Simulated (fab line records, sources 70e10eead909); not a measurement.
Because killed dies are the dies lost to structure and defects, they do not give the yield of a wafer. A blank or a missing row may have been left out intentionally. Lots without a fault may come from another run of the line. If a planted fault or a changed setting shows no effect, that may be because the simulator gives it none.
Matching of chambers	flow nand-harc	4 sister chambers for NHARC_A_CHANNEL_FILL_D2_CMP_10 on cmp-02
The step polishes, target thk 150 nm. 20 wafers are shown with their chamber, then 10 later ones without.

## WAFERS, EACH WITH ITS CHAMBER
wafer	chamber	motor-current-A (A)	time-to-endpoint-s (s)	retaining-ring-pressure-frac
L074.1	1	11.3	17.0	1.012
L074.3	2	10.4	19.1	1.001
L074.4	0	14.3	21.3	1.003
L077.1	2	10.8	19.2	1.000
L077.3	1	11.6	14.1	1.003
L077.4	0	12.7	20.4	1.004
L078.2	0	13.8	17.5	1.003
L078.3	2	10.1	19.3	0.999
L078.5	2	10.4	17.7	0.997
L079.3	0	13.8	19.9	0.994
L079.4	1	11.6	17.6	1.007
L079.6	1	11.0	13.8	1.008
L084.2	2	10.1	15.5	0.987
L084.3	1	11.6	13.5	0.996
L084.6	0	12.9	17.8	0.994
L087.1	1	11.8	13.0	1.003
L087.2	0	13.3	19.5	0.988
L087.5	3	12.3	15.3	0.999
L089.3	0	14.4	16.4	0.993
L089.4	1	11.1	9.2	0.996

SIGNATURES (means of the wafers above)
reading	chamber 0	chamber 1	chamber 2	chamber 3	scatter within a chamber
motor-current-A	13.600	11.429	10.360	12.300	0.465
time-to-endpoint-s	18.971	14.029	18.160	15.300	2.17
retaining-ring-pressure-frac	0.99700	1.00357	0.99680	0.99900	0.00603
Rule: for a wafer and a chamber, the distance is found by dividing, reading by reading, the gap between the wafer's reading and the chamber's mean by the reading's scatter, squaring, summing and taking the root. The wafer belongs to the nearest chamber; if the next one is less than 2 further off, it can't be placed. How the scatter is found: for the shown wafers, subtract from each reading the mean of its chamber, square and add these, divide the total by (wafers less chambers), then take the root.

## WAFERS MISSING THEIR CHAMBER
wafer	motor-current-A (A)	time-to-endpoint-s (s)	retaining-ring-pressure-frac
L089.5	9.8	12.4	0.993
L093.2	10.0	14.5	1.000
L093.4	10.2	15.4	1.006
L093.6	11.6	13.8	1.007
L095.1	10.9	16.2	0.997
L095.2	10.7	15.5	0.996
L095.5	10.7	15.6	1.006
L096.1	14.1	14.8	1.010
L096.3	10.4	16.1	0.991
L096.5	11.7	16.0	1.002

## WHICH CHAMBER EACH ONE RAN IN
wafer	from the rows above	in truth
L089.5	can't be placed: 2 or 1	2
L093.2	can't be placed: 2 or 1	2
L093.4	can't be placed: 2 or 1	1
L093.6	can't be placed: 1 or 3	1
L095.1	can't be placed: 2 or 1 or 3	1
L095.2	can't be placed: 2 or 1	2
L095.5	can't be placed: 1 or 2 or 3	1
L096.1	can't be placed: 0 or 3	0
L096.3	can't be placed: 2 or 1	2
L096.5	can't be placed: 1 or 3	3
Correct placement for 0 of the 10. Not placeable from these rows: 10 (in 10, the candidates include the true chamber). Number placed wrongly: 0.
